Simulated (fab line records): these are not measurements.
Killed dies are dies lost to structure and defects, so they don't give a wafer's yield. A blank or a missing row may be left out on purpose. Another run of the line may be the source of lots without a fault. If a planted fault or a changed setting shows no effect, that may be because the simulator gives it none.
Which tool did it? -- flow n5 finfet -- 11 lots with 33 wafers sampled at 6 steps, on a route of 1938 steps

== WHAT EACH GAUGE READ, for each wafer ==
N5_BEOL_M11_INSPECT_58: inspects for defects (darkfield). Usual: 70 for raw defect count, sd 23.
lot,measured,on,raw defect count,flag
L238,day 12 05:14,defect inspect-01,143 46 79,
L240,day 12 08:57,defect inspect-01,57 91 59,
L242,day 12 17:39,defect inspect-02,36 40 23,
L243,day 13 02:10,defect inspect-02,89 81 47,
L244,day 13 18:14,defect inspect-02,78 91 69,
L246,day 14 07:25,defect inspect-02,71 45 64,
L247,day 15 00:22,defect inspect-02,479 416 519,OFF
L254,day 16 11:09,defect inspect-02,56 54 64,
L257,day 16 14:24,defect inspect-02,44 66 50,
L255,day 16 14:35,defect inspect-02,494 412 480,OFF
L259,day 18 02:26,defect inspect-02,100 115 111,

N5_BEOL_M12_INSPECT_12: inspects for defects (macro). Usual: 2.1 for raw defect count, sd 1.4.
lot,measured,on,raw defect count,flag
L238,day 12 05:46,defect inspect-02,3 2 1,
L240,day 12 09:36,defect inspect-02,4 2 2,
L242,day 12 18:11,defect inspect-01,4 0 1,
L243,day 13 02:52,defect inspect-02,3 3 1,
L244,day 13 18:53,defect inspect-01,1 3 4,
L246,day 14 08:04,defect inspect-02,0 2 2,
L247,day 15 01:01,defect inspect-01,>300 >300 >300,OFF
L254,day 16 11:41,defect inspect-02,1 1 0,
L257,day 16 15:03,defect inspect-01,0 3 1,
L255,day 16 15:14,defect inspect-02,>300 >300 >300,OFF
L259,day 18 03:05,defect inspect-01,3 2 2,

== EACH LOT AND THE TOOL THAT RAN IT (in order: tool; ch and the chambers of the sampled wafers; start) ==
lot,N5_BEOL_M11_CURE_72,N5_BEOL_M11_PRE_CLEAN_45,N5_BEOL_M11_PRE_CLEAN_55,N5_BEOL_M11_DEP_56
L238,"uv cure-02 ch 1, day 12 02:43","pvd sputter-03, day 12 03:14","pecvd-01 ch 0,2, day 12 05:05","pecvd-01 ch 0,2, day 12 05:07"
L240,"uv cure-01 ch 2, day 12 06:41","pvd sputter-02, day 12 07:22","pecvd-04 ch 0,1,2, day 12 08:50","pecvd-04 ch 0,1,2, day 12 08:52"
L242,"uv cure-03 ch 1, day 12 14:53","pvd sputter-03, day 12 16:02","pecvd-02 ch 0,1, day 12 17:32","pecvd-02 ch 0,1, day 12 17:34"
L243,"uv cure-02 ch 2, day 12 23:55","pvd sputter-02, day 13 00:23","pecvd-04 ch 0,1, day 13 02:02","pecvd-04 ch 0,1, day 13 02:04"
L244,"uv cure-01 ch 1, day 13 14:09","pvd sputter-02, day 13 15:48","pecvd-02 ch 0,2, day 13 18:07","pecvd-02 ch 0,2, day 13 18:08"
L246,"uv cure-02 ch 2, day 14 04:58","pvd sputter-01, day 14 05:35","pecvd-01 ch 0,2, day 14 07:17","pecvd-01 ch 0,2, day 14 07:19"
L247,"uv cure-02 ch 0, day 14 20:55","pvd sputter-03, day 14 22:46","pecvd-02 ch 0,1,2, day 15 00:16","pecvd-02 ch 0,1,2, day 15 00:17"
L254,"uv cure-01 ch 2, day 16 06:59","pvd sputter-02, day 16 09:20","pecvd-01 ch 1,2, day 16 11:02","pecvd-01 ch 1,2, day 16 11:04"
L257,"uv cure-01 ch 0, day 16 10:37","pvd sputter-01, day 16 10:59","pecvd-04 ch 0,2, day 16 14:17","pecvd-04 ch 0,2, day 16 14:19"
L255,"uv cure-03 ch 0, day 16 11:16","pvd sputter-03, day 16 11:35","pecvd-02 ch 0,1,2, day 16 14:28","pecvd-02 ch 0,1,2, day 16 14:30"
L259,"uv cure-03 ch 1, day 17 23:33","pvd sputter-01, day 18 00:26","pecvd-01 ch 0,1,2, day 18 02:19","pecvd-01 ch 0,1,2, day 18 02:20"
- N5_BEOL_M11_CURE_72: cures SiCOH lowk, time 120 s.
- N5_BEOL_M11_PRE_CLEAN_45: time 30 s.
- N5_BEOL_M11_PRE_CLEAN_55: time 15 s.
- N5_BEOL_M11_DEP_56: deposits SiCN from 3MS/NH3, target thk 30 nm, time 10.5 s.

== AS READ BY THE TOOLS THEMSELVES (means over the sampled wafers that have a number; for cases with no such wafer, the mark the record gives instead) ==
N5_BEOL_M11_CURE_72. Usual: lamp power pct 52.31 %, standard deviation 0.056; wafer_temp_C_max 371.8, standard deviation 0.69.
lot,tool,lamp power pct (%),wafer_temp_C_max,flag
L238,uv cure-02,52.29,371.9,
L240,uv cure-01,52.29,372.2,
L242,uv cure-03,52.28,372.2,
L243,uv cure-02,52.33,371.4,
L244,uv cure-01,52.32,370.8,
L246,uv cure-02,52.34,371.3,
L247,uv cure-02,52.33,372.0,
L254,uv cure-01,52.37,372.6,
L257,uv cure-01,52.30,371.6,
L255,uv cure-03,52.34,371.5,
L259,uv cure-03,52.34,372.7,

N5_BEOL_M11_PRE_CLEAN_45. Usual: 332 W for heater power w, sd 23.
lot,tool,heater power w (W),flag
L238,pvd sputter-03,325,
L240,pvd sputter-02,306,
L242,pvd sputter-03,341,
L243,pvd sputter-02,310,
L244,pvd sputter-02,308,
L246,pvd sputter-01,352,
L247,pvd sputter-03,338,
L254,pvd sputter-02,325,
L257,pvd sputter-01,348,
L255,pvd sputter-03,343,
L259,pvd sputter-01,349,

N5_BEOL_M11_DEP_56. Usual: showerhead plenum p Torr 4.158 Torr, standard deviation 0.015; throttle valve pct 17.6 %, standard deviation 0.91.
lot,tool,showerhead plenum p Torr (Torr),throttle valve pct (%),flag
L238,pecvd-01,4.161,17.1,
L240,pecvd-04,4.156,17.5,
L242,pecvd-02,4.172,19.2,
L243,pecvd-04,4.162,18.0,
L244,pecvd-02,4.153,17.8,
L246,pecvd-01,4.164,17.3,
L247,pecvd-02,4.171,18.4,
L254,pecvd-01,4.157,17.0,
L257,pecvd-04,4.148,17.2,
L255,pecvd-02,4.158,18.5,
L259,pecvd-01,4.152,17.4,

== THE ANSWER, worked out from the rows above alone ==
Rule: a lot is off if the mean of its wafers that have a number lies more than 3 standard deviations from the usual mean. A lot without any number at a reading at which 4 lots or more have one is off too. Any other lot the step has rows for is counted as sound. The gauges are gone through in route order, then the tools' own readings, and for those a lot's mean is taken as printed above. The first step at which some lot is off is used, and at that step the reading that is off furthest; a lot without a number counts as furthest.
Off at N5_BEOL_M11_INSPECT_58 (raw defect count): L247, L255.
If a tool, at a process step before that reading, ran all the lots that are off and no sound lot after the first of them, it fits. The gauges at N5_BEOL_M11_INSPECT_58 are tried like those tools. This does not decide it: 2 tools fit, namely pvd sputter-03 at N5_BEOL_M11_PRE_CLEAN_45 and pecvd-02 at N5_BEOL_M11_PRE_CLEAN_55 and N5_BEOL_M11_DEP_56.

== WHAT THE SIMULATOR PUT IN ==
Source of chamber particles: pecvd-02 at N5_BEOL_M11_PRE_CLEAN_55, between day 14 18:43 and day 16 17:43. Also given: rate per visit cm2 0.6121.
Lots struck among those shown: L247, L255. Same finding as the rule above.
